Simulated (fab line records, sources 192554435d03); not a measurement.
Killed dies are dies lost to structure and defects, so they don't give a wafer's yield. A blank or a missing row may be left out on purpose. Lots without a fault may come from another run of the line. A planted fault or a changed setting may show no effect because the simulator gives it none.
One fault seen from 3 desks | flow n5_finfet | each desk has only its own numbers; what lay behind them comes last

THE DEFECT DESK
What the inspections along the route counted, lot by lot: means of the sampled wafers that have a number. A lot is out of limits, marked OUT, if its mean lies more than 4 standard deviations from the usual mean; the brackets give that distance.
Columns: A = raw_defect_count at N5_BEOL_M9_INSPECT_13, usual 388
lot  | first seen here | A
L450 | day 11 08:22    | 378
L456 | day 14 05:13    | 402
L459 | day 14 14:11    | 266
L457 | day 15 02:02    | 387
L462 | day 15 14:59    | 390
L464 | day 16 05:09    | 369
L471 | day 18 03:37    | 315
This desk's finding: nothing out of limits on any of the 7 lots.

THE METROLOGY DESK
What the gauges read, lot by lot, whatever tool the lot ran on: means of the sampled wafers that have a number. A lot is out of limits, marked OUT, if its mean lies more than 4 standard deviations from the usual mean; the brackets give that distance.
Columns: A = cd_nm at N5_BEOL_M9_CD_MEAS_11, usual 64.2 nm; B = M9_OVL at N5_BEOL_M9_OVL_MEAS_12, usual 0.2 nm
lot  | first seen here | A    | B
L450 | day 11 08:19    | 64.7 | 0.8
L456 | day 14 05:10    | 63.8 | -1.0
L459 | day 14 14:08    | 63.9 | 0.5
L457 | day 15 01:59    | 63.9 | -0.2
L462 | day 15 14:56    | 64.0 | 1.3
L464 | day 16 05:05    | 64.5 | 0.6
L471 | day 18 03:34    | 64.6 | -0.4
This desk's finding: nothing out of limits on any of the 7 lots.

THE TOOL OWNER'S DESK: rie_diel-06
The tool's own readings at N5_BEOL_M9_ETCH_62 (etches SOC in N2/H2, target depth 110 nm, overetch 22 nm, time 165 s): means of the sampled wafers that have a number, for each lot that ran on this tool. A lot is out of limits, marked OUT, if its mean lies more than 4 standard deviations from the usual mean; the brackets give that distance.
Columns: A = chamber_pressure_mTorr at N5_BEOL_M9_ETCH_62, usual 30.000 mTorr; B = drypump_motor_current_A at N5_BEOL_M9_ETCH_62, usual 5.7 A; C = oes_product_au at N5_BEOL_M9_ETCH_62, usual 0.67 a.u.; D = rf_vpp_V at N5_BEOL_M9_ETCH_62, usual 523 V; E = showerhead_plenum_p_Torr at N5_BEOL_M9_ETCH_62, usual 2.51 Torr; F = temp_c at N5_BEOL_M9_ETCH_62, usual 40.00 C; G = throttle_valve_pct at N5_BEOL_M9_ETCH_62, usual 17.89 %
lot  | first seen here | A      | B   | C    | D   | E    | F     | G
L456 | day 14 05:20    | 30.010 | 5.7 | 0.68 | 522 | 2.46 | 39.99 | 18.18
L459 | day 14 14:26    | 30.019 | 5.7 | 0.73 | 520 | 2.46 | 40.00 | 18.04
L457 | day 15 02:10    | 29.989 | 5.9 | 0.76 | 524 | 2.54 | 40.02 | 17.88
L471 | day 18 03:44    | 29.993 | 5.8 | 0.77 | 524 | 2.55 | 40.09 | 17.79
This desk's finding: nothing out of limits on any of the 4 lots.

PUT TOGETHER
The defect desk saw nothing out of limits.
The metrology desk saw nothing out of limits.
The tool owner's desk saw nothing out of limits.

WHAT THE SIMULATOR HAD PUT IN
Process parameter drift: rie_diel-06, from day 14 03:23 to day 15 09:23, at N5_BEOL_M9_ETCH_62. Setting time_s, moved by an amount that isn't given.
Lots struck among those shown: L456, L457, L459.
